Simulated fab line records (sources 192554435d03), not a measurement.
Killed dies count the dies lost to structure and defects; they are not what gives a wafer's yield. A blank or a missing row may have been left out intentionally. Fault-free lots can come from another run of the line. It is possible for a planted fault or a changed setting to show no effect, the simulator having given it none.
A lot that was struck, set against a sound lot || flow n5_finfet || 14 steps out of a route of 1938
Sound: these wafers, L606.1, L606.4, L606.6. Wafers L604.1, L604.2, L604.4 were the ones struck. The cause comes at the end.
At each step with rows: each side's tool, then ch and its chambers, then its first start. Under that, the readings that differ: sound wafers || struck wafers || difference of the means || sigmas: that difference in standard deviations of wafers without a fault.
alike: readings whose means differ by less than 2 such deviations, and words and numbers that are the same on both sides. not compared: withheld readings, readings that some wafer has no value for, bounds like >300 that may hide the same value, and numbers for which the record gives no deviation and whose values overlap.
A row with sigmas, a row that says differs or no value, or rows on one side alone: a step with any of these is where the two part. When numbers do not overlap yet have no deviation, they are printed without sigmas and do not part them. Lack of a reading on every wafer of one side parts them only where that side has two or more wafers.

N5_BEOL_M0_SAQP_PECVD_03: deposits SiCN from 3MS/NH3, target thk 12 nm, time 21.1 s.
  sound on pecvd-01 ch 0,2, day 9 00:08; struck on pecvd-03 ch 0,1, day 8 08:50
  alike: showerhead_plenum_p_Torr, throttle_valve_pct
  not compared: since_wet_clean_h
N5_BEOL_M0_SAQP_PECVD_96: deposits a-Si from SiH4/He, target thk 45 nm, time 45.2 s.
  sound on pecvd-01 ch 0,2, day 9 00:10; struck on pecvd-03 ch 0,1, day 8 08:52
  alike: heater_power_w, showerhead_plenum_p_Torr, throttle_valve_pct
  not compared: since_wet_clean_h
N5_BEOL_M0_SAQP_PECVD_97: deposits SiNx from SiH4/NH3/N2, target thk 23 nm, time 19.9 s.
  sound on pecvd-01 ch 0,2, day 9 00:13; struck on pecvd-03 ch 0,1, day 8 08:55
  alike: heater_power_w, showerhead_plenum_p_Torr, throttle_valve_pct
  not compared: since_wet_clean_h
N5_BEOL_M0_SAQP_PECVD_04: deposits a-Si from SiH4/He, target thk 60 nm, time 60.2 s.
  sound on pecvd-01 ch 0,2, day 9 00:15; struck on pecvd-03 ch 0,1, day 8 08:58
  alike: heater_power_w, showerhead_plenum_p_Torr, throttle_valve_pct
  not compared: since_wet_clean_h
N5_BEOL_M0_SAQP_THK_MEAS_05:
  sound: film_metro-01 at day 9 00:21; struck: film_metro-01 at day 8 09:03
  alike: thk_nm
N5_BEOL_M0_SAQP_HM_DEP_111: deposits SiO2 from SiH4/N2O, target thk 12 nm, time 7.2 s.
  sound on pecvd-03 ch 0,2, day 9 00:23; struck on pecvd-04 ch 0,2, day 8 09:05
  alike: heater_power_w, showerhead_plenum_p_Torr
  not compared: since_wet_clean_h
then, 6 steps without rows for these wafers: N5_BEOL_M0_SAQP_COAT_81 (time 60 s, resist thk 100 nm); N5_BEOL_M0_SAQP_COAT_82 (time 60 s, resist thk 30 nm); N5_BEOL_M0_SAQP_COAT_08 (resist thk 90 nm); N5_BEOL_M0_SAQP_EBR_10; N5_BEOL_M0_SAQP_SOFTBAKE_09 (time 60 s); N5_BEOL_M0_SAQP_EXPOSE_11 (exposes mask M0 CORE, target cd 42 nm).
N5_BEOL_M0_SAQP_PEB_12: peb time 60 s.
  struck on litho_track-02, day 8 09:20; sound on litho_track-02 ch 0, day 9 00:38
  no value came back on the struck wafers for chill_plate_temp_C (C), exhaust_pa (Pa); on the sound wafers chill_plate_temp_C (C) reads 22.99 22.99 23.03
then, 1 step without rows for these wafers: N5_BEOL_M0_SAQP_DEVELOP_13 (develop time 30 s).

## WHERE THEY PART
Only at N5_BEOL_M0_SAQP_PEB_12, as far as this record shows.

WHY: what the simulator had put in
Entire step skipped (litho_track-02, N5_BEOL_M0_SAQP_PEB_12), from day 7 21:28 onward. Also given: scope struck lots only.
